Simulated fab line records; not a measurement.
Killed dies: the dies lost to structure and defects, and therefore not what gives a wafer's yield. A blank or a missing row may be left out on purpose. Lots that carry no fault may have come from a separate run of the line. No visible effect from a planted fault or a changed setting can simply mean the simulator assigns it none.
Comparing a struck lot with a sound one :: flow nandHarc :: 14 steps out of a route of 1159
Sound: these wafers, L747.3, L747.4, L747.5. Struck: wafers L753.1, L753.3, L753.4. The cause is given at the end.
For every step that has rows: the tool of each side, followed by ch and its chambers, followed by its first start. Under that, the readings that differ: sound wafers :: struck wafers :: difference of the means :: sigmas: that difference in standard deviations of wafers without a fault.
alike: readings with means less than 2 such deviations apart, plus words and numbers identical on both sides. not compared: withheld readings, readings lacking a value on some wafer, bounds such as >300 that could conceal the same value, and numbers that have no deviation in the record and whose values overlap.
The two part at a step that has a row with sigmas, a row that says differs or no value, or rows on one side only. When numbers do not overlap yet have no deviation, they are printed without sigmas and do not part them. A reading missing from all wafers of one side parts the sides only when that side holds two or more wafers.

NHARC_A_CONTACT_ETCH_102: etches the open film in CF4/O2, target depth 70 nm, overetch 7 nm, time 38.5 s.
  sound on rieDiel-01 ch 0,3, day 16 18:02; struck on rieDiel-11 ch 0,1,3, day 18 07:48
  alike: chamberPressureMTorr, drypumpMotorCurrentA, oesProductAu, rfVppV, showerheadPlenumPTorr, throttleValvePct
  not compared: rfHoursCounterH
NHARC_A_CONTACT_STRIP_55: strips in O2.
  sound on rieDiel-01 ch 2,3; struck on rieDiel-11 ch 0,1
  alike: chamberPressureMTorr, drypumpMotorCurrentA, oesProductAu, rfVppV, showerheadPlenumPTorr, throttleValvePct
  not compared: rfHoursCounterH
then, 1 step without rows for these wafers: NHARC_A_CONTACT_STRIP_56 (strips in post etch residue remover, time 600 s).
NHARC_A_CONTACT_DEP_57: deposits aC, target thk 2800 nm.
  sound on aclDep-02 ch 0, day 16 21:32; struck on aclDep-01 ch 0, day 18 11:10
  alike: throttleValvePct
NHARC_A_CONTACT_DEP_58: deposits SiON, target thk 60 nm.
  sound on pecvd-03 ch 1,2, day 16 22:46; struck on pecvd-03 ch 0,1,2, day 18 12:58
  alike: heaterPowerW
  not compared: sinceWetCleanH
then, 7 steps without rows for these wafers: NHARC_A_CONTACT_DEHYDRATE_59 (time 120 s); NHARC_A_CONTACT_HMDS_60 (time 30 s); NHARC_A_CONTACT_COAT_61 (time 75 s); NHARC_A_CONTACT_COAT_62 (time 65 s); NHARC_A_CONTACT_COAT_63 (resist thk 90 nm); NHARC_A_CONTACT_SOFTBAKE_64 (time 55 s); NHARC_A_CONTACT_EBR_65.
NHARC_A_CONTACT_EXPOSE_66: exposes mask A CC 2.
  sound on arfiScanner-02 ch 0, day 16 23:10; struck on arfiScanner-01, day 18 13:32
  no value came back on the struck wafers for exposureDoseMJCm2, focusOffsetNm (nm); on the sound wafers exposureDoseMJCm2 reads 58.95 58.91 58.85
  alike: mask
then, 1 step without rows for these wafers: NHARC_A_CONTACT_PEB_67 (peb time 65 s).

== WHERE THEY PART ==
Only at NHARC_A_CONTACT_EXPOSE_66, as far as this record shows.

WHY: what had been put in by the simulator
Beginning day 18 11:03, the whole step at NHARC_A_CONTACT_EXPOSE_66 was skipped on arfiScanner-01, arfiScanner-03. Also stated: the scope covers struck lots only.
